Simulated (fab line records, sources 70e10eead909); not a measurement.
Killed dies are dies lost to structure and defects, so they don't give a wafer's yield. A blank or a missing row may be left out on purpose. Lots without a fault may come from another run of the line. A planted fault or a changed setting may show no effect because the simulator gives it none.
A struck lot beside a sound one | flow nand_harc | 18 steps out of a route of 1159
Sound: wafers L367.2, L367.3, L367.5. Struck: wafers L370.2, L370.4, L370.6. The cause comes at the end.
At each step with rows: each side's tool, then ch and its chambers, then its first start. Under that, the readings that differ: sound wafers | struck wafers | difference of the means | sigmas: that difference in standard deviations of wafers without a fault.
alike: readings whose means differ by less than 2 such deviations, and words and numbers that are the same on both sides. not compared: withheld readings, readings that some wafer has no value for, bounds like >300 that may hide the same value, and numbers for which the record gives no deviation and whose values overlap.
The two part at a step that has a row with sigmas, a row that says differs or no value, or rows on one side only. Numbers that don't overlap but have no deviation are shown without sigmas and don't part them. A reading that every wafer of one side lacks parts them only if that side has two wafers or more.

NHARC_P_GATE_ALD_36: deposits SiNx, target thk 20 nm, pulse time 60 s, ald cycles 223.
  sound on ald_sin-04 ch 2,3, day 5 15:10; struck on ald_sin-01 ch 0,2,3, day 6 07:39
  reading              | sound                | struck               | difference | sigmas
  susceptor_temp_C (C) | 400.03 400.08 400.34 | 399.79 399.58 399.73 | -0.45      | -2
  alike: heater_power_w, precursor_pulse_height_rel
  not compared: since_wet_clean_h
NHARC_P_GATE_ETCHBACK_37: etches the open film in CHF3/O2, target depth 34.5 nm, time 17.2 s.
  sound on rie_diel-04 ch 1,3; struck on rie_diel-04 ch 1,2
  alike: drypump_motor_current_A, oes_product_au, rf_vpp_V, showerhead_plenum_p_Torr, throttle_valve_pct
  not compared: rf_hours_counter_h
NHARC_P_GATE_STRIP_101: strips in O2, time 20 s.
  sound on rie_diel-04 ch 1,2,3, day 6 01:24; struck on rie_diel-04 ch 0,1,2, day 6 17:18
  alike: drypump_motor_current_A, oes_product_au, rf_vpp_V, showerhead_plenum_p_Torr, throttle_valve_pct
  not compared: rf_hours_counter_h
then, 9 steps without rows for these wafers: NHARC_P_GATE_PRECLEAN_97 (cleans in SPM, time 600 s); NHARC_P_GATE_SRD_98; NHARC_P_GATE_PRECLEAN_99 (cleans in SC1); NHARC_P_GATE_SRD_100; NHARC_P_GATE_DEHYDRATE_38 (time 120 s); NHARC_P_GATE_HMDS_39 (time 30 s); NHARC_P_GATE_COAT_40; NHARC_P_GATE_SOFTBAKE_41 (time 95 s); NHARC_P_GATE_EBR_42.
NHARC_P_GATE_EXPOSE_43: exposes mask P NSD, target cd 720 nm.
  sound on krf_scanner-02 ch 0, day 6 02:10; struck on krf_scanner-04 ch 0, day 6 18:04
  reading | sound                   | struck                  | difference | sigmas
  mask    | P_NSD#0 P_NSD#0 P_NSD#0 | P_PSD#0 P_PSD#0 P_PSD#0 | differs    |
then, 2 steps without rows for these wafers: NHARC_P_GATE_PEB_44 (peb time 85 s); NHARC_P_GATE_DEVELOP_45 (time 70 s).
NHARC_P_GATE_CD_MEAS_46: target cd 720 nm.
  sound on cd_sem-03 ch 0, day 6 02:19; struck on cd_sem-01 ch 0, day 6 18:13
  reading    | sound             | struck | difference                    | sigmas
  cd_nm (nm) | 720.8 723.4 720.2 | - - -  | no value on the struck wafers |
then, 1 step without rows for these wafers: NHARC_P_GATE_HARDBAKE_47 (time 80 s).
-- the record jumps here: 15 days lie between the struck wafers' starts before and after (it left off in module P_GATE and takes up again in module END, whose first step shown is number 1159 of the route) --
NHARC_END_SORT_01:
  the record has rows for the struck wafers here (prober-02 ch 0, day 22 02:04) and none for the sound ones

WHERE THEY PART
First at NHARC_P_GATE_ALD_36; last, within this record, at NHARC_END_SORT_01.

WHY: what the simulator had put in
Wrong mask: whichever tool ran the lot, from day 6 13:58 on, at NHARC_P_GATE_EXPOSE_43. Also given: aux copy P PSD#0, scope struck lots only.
